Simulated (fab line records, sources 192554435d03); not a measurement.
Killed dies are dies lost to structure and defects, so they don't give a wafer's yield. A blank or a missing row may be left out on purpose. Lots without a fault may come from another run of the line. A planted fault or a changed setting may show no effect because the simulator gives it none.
Split-lot experiment | flow n5_finfet | 7 lots, 39 wafers read, on a route of 1938 steps

THE SPLIT
At N5_MIM_BOT_SPUTTER_00 (material TiN, target thk 35 nm, time 89.7 s), the setting target_thk_a was moved away from the recipe's 350 angstrom on 12 of the 39 wafers read, by -43.9% to +50.9%. The other wafers ran this setting at the recipe's value.

The reading is taken at the split's own step.

THE READING
TiN_of_MIM_BOT_SPUTTER_00.thk_nm (the simulator's own value, which no gauge read), in nm, at N5_MIM_BOT_SPUTTER_00 (material TiN, target thk 35 nm, time 89.7 s). The file gives no usual value for it. The 27 wafers here that ran the recipe average 35.3 nm, standard deviation 0.46 nm.

wafer  | tool, chamber at the split | target_thk_a as run, angstrom | against the recipe | TiN_of_MIM_BOT_SPUTTER_00.thk_nm, nm | against lot-mates on the recipe
L077.1 | pvd_sputter-01, -          | 350                           | recipe             | 35.8                                 | -
L077.4 | pvd_sputter-01, -          | 350                           | recipe             | 35.8                                 | -
L077.2 | pvd_sputter-01, -          | 350                           | recipe             | 36.2                                 | -
L077.3 | pvd_sputter-01, -          | 350                           | recipe             | 35.6                                 | -
L077.5 | pvd_sputter-01, -          | 350                           | recipe             | 35.6                                 | -
L077.6 | pvd_sputter-01, -          | 350                           | recipe             | 36                                   | -
L076.1 | pvd_sputter-01, -          | 196.4                         | -43.9%             | 19.4                                 | -15.7
L076.2 | pvd_sputter-01, -          | 196.4                         | -43.9%             | 19.6                                 | -15.5
L076.3 | pvd_sputter-01, -          | 350                           | recipe             | 35.4                                 | -
L076.4 | pvd_sputter-01, -          | 196.4                         | -43.9%             | 19.8                                 | -15.3
L076.5 | pvd_sputter-01, -          | 350                           | recipe             | 35                                   | -
L076.6 | pvd_sputter-01, -          | 350                           | recipe             | 34.8                                 | -
L079.1 | pvd_sputter-02, -          | 350                           | recipe             | 35.4                                 | -
L079.2 | pvd_sputter-02, -          | 350                           | recipe             | 34.8                                 | -
L079.3 | pvd_sputter-02, -          | 242.2                         | -30.8%             | 24.8                                 | -10.5
L079.4 | pvd_sputter-02, -          | 242.2                         | -30.8%             | 24.4                                 | -10.9
L079.5 | pvd_sputter-02, -          | 242.2                         | -30.8%             | 23.8                                 | -11.5
L079.6 | pvd_sputter-02, -          | 350                           | recipe             | 35.6                                 | -
L078.1 | pvd_sputter-03, -          | 350                           | recipe             | 34.6                                 | -
L078.3 | pvd_sputter-03, -          | 350                           | recipe             | 34.6                                 | -
L078.2 | pvd_sputter-03, -          | 350                           | recipe             | 35.2                                 | -
L078.4 | pvd_sputter-03, -          | 350                           | recipe             | 35.2                                 | -
L078.5 | pvd_sputter-03, -          | 350                           | recipe             | 35                                   | -
L078.6 | pvd_sputter-03, -          | 350                           | recipe             | 34.8                                 | -
L082.1 | pvd_sputter-01, -          | 350                           | recipe             | 35.2                                 | -
L082.4 | pvd_sputter-01, -          | 350                           | recipe             | 35.2                                 | -
L082.6 | pvd_sputter-01, -          | 350                           | recipe             | 34.8                                 | -
L087.1 | pvd_sputter-01, -          | 528.1                         | +50.9%             | 53.2                                 | +17.4
L087.2 | pvd_sputter-01, -          | 528.1                         | +50.9%             | 53.6                                 | +17.8
L087.3 | pvd_sputter-01, -          | 350                           | recipe             | 35.6                                 | -
L087.4 | pvd_sputter-01, -          | 350                           | recipe             | 36                                   | -
L087.5 | pvd_sputter-01, -          | 350                           | recipe             | 35.8                                 | -
L087.6 | pvd_sputter-01, -          | 528.1                         | +50.9%             | 53                                   | +17.2
L096.1 | pvd_sputter-02, -          | 350                           | recipe             | 34.6                                 | -
L096.2 | pvd_sputter-02, -          | 414.3                         | +18.4%             | 41                                   | +6.1
L096.5 | pvd_sputter-02, -          | 414.3                         | +18.4%             | 41                                   | +6.1
L096.3 | pvd_sputter-02, -          | 414.3                         | +18.4%             | 41.4                                 | +6.5
L096.4 | pvd_sputter-02, -          | 350                           | recipe             | 35                                   | -
L096.6 | pvd_sputter-02, -          | 350                           | recipe             | 35                                   | -

THE FIT
A straight line over all 39 wafers: TiN_of_MIM_BOT_SPUTTER_00.thk_nm changes by +0.353 nm for each +1% of target_thk_a; r = +1.00; the points scatter about the line by 0.46 nm.
The same after taking each lot's own level away (the mean of its wafers on the recipe; 39 wafers): +0.348 nm for each +1%; r = +1.00; scatter 0.27 nm.
On that fit, the largest move of target_thk_a shifts the reading by 18 nm.
The lots' own levels span 34.87 to 35.83 nm, that is 2.1 times the standard deviation above.
So the lot-to-lot level changes the slope little: the two slopes agree.
Check: with one of the wafers moved furthest among these (+50.9%) left out of the fit, the line predicts +17.7 nm for it against its lot-mates. It came out at +17.4 nm against them.

OTHER SPLITS ON THESE WAFERS
These wafers also went through other splits before the reading. Each is held against what the fit with the lots' levels taken away leaves over:
other split on the same wafers      | wafers away from the commonest value | r with TiN_of_MIM_BOT_SPUTTER_00.thk_nm (lot level and that fit taken away)
N5_BEOL_M9_TRENCH_ETCH_37 time_s    | 9                                    | -0.15
N5_BEOL_M11_CVD_75 target_thk_a     | 15                                   | +0.05
N5_BEOL_M13_SPUTTER_43 target_thk_a | 12                                   | +0.10

THE FILE'S OWN FIT
TiN_of_MIM_BOT_SPUTTER_00.thk_nm changes by +0.348 nm for each +1% of target_thk_a, r = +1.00.
